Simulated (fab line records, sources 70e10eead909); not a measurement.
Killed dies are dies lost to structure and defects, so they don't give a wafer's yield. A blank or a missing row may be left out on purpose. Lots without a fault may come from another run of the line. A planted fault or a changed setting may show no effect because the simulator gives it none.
Problem report in the 8D (eight disciplines) form, filled by code | flow nand_harc | the parts of the form that need people (team, actions taken, sign-off) are left out

1. THE PROBLEM
raw_defect_count at NHARC_P_GATE_INSPECT_68 reads a mean of 656 on 1 wafer of 1 lot; wafers without a fault read 218 with a standard deviation of 78. That is +5.6 standard deviations from the usual mean.
First seen on wafer L134.6, day 14 05:22, on defect_inspect-02. The record holds 39 wafers of 13 lots with a number at this step. Rule for "out", or "out of limits": more than 4 standard deviations from the usual mean. The other wafers with a number count as sound.

2. WHAT IT IS AND WHAT IT IS NOT
question                    | is                | is not
which readings at this step | raw_defect_count  | -
which lots                  | L134              | L116, L117, L118, L119, L120, L121, L122, L123, L125, L127, L128, L137
which wafers of those lots  | L134.6            | L134.2, L134.5
read on which gauges        | defect_inspect-02 | defect_inspect-01
when                        | from day 14 05:22 | up to then (35 sound wafers); but 3 sound wafers of L137 came after

3. SUSPECTS, AND WHAT RULES EACH OUT
Counting: a tool at a process step up to the reading stays a suspect if it ran every lot that is out. Sound lots after the first of them don't rule it out here, since some wafers of a struck lot are sound.
- the gauge at NHARC_P_GATE_INSPECT_68: ruled out. All the wafers that are out were read on defect_inspect-02, but those of them that NHARC_END_SORT_01 has rows for are out there too, on other tools.
- plasma_asher-01 at NHARC_P_GATE_STRIP_111 (strips in N2/H2, time 250 s): kept. It ran the lot that is out, L134 (day 13 23:29); its last sound lot up to then is L127 (day 11 12:41).
- plasma_asher-01 at NHARC_P_GATE_STRIP_113 (strips in N2/H2, time 740 s): kept. It ran the lot that is out, L134 (day 14 02:50); its last sound lot up to then is L127 (day 11 16:34).
- wet_bench-04 at NHARC_P_GATE_ETCH_77 (etches SiO2 in dHF, target depth 6 nm): kept. It ran the lot that is out, L134 (day 14 04:19); its last sound lot up to then is L127 (day 11 18:03).
- Within plasma_asher-01 at NHARC_P_GATE_STRIP_113: the wafers that are out ran in chamber 1; their sound lot-mates ran in chamber 0.
Left after counting: plasma_asher-01 at NHARC_P_GATE_STRIP_111, plasma_asher-01 at NHARC_P_GATE_STRIP_113, wet_bench-04 at NHARC_P_GATE_ETCH_77.

4. THE CAUSE (what the simulator had put in)
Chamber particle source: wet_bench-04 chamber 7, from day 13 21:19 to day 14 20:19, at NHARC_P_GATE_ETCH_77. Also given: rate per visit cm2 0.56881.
Counting left 3 suspects, and this tool is among them.

5. THE CHAIN OF EFFECTS, in route order
Each row: a reading whose mean over the struck wafers that have a number lies more than 3 standard deviations from the usual. Only readings for which the record gives a usual standard deviation are gone through. hours: the time from each lot's start at the first step in this table that gives one to its start at this step, as a median over the lots. sigmas: the change in usual standard deviations.
hours | step                    | reading             | usual | on struck wafers | change | sigmas
0     | NHARC_P_GATE_INSPECT_68 | raw_defect_count    | 218   | 656              | +438   | +5.6
458   | NHARC_END_SORT_01       | killed_at_periphery | 3.5   | 77.0             | +73.5  | +24
458   | NHARC_END_SORT_01       | killed_dies         | 67    | 124              | +57    | +3.4

6. WHAT WOULD HAVE CAUGHT IT SOONER
In this record the first reading out of limits at a measuring or inspecting step was taken at day 14 05:22, 8 hours after the fault began at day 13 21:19.
All the lots that are out (1) had begun NHARC_P_GATE_ETCH_77 on wet_bench-04 by day 14 05:22. A hold on the tool at that time would have spared none of them.
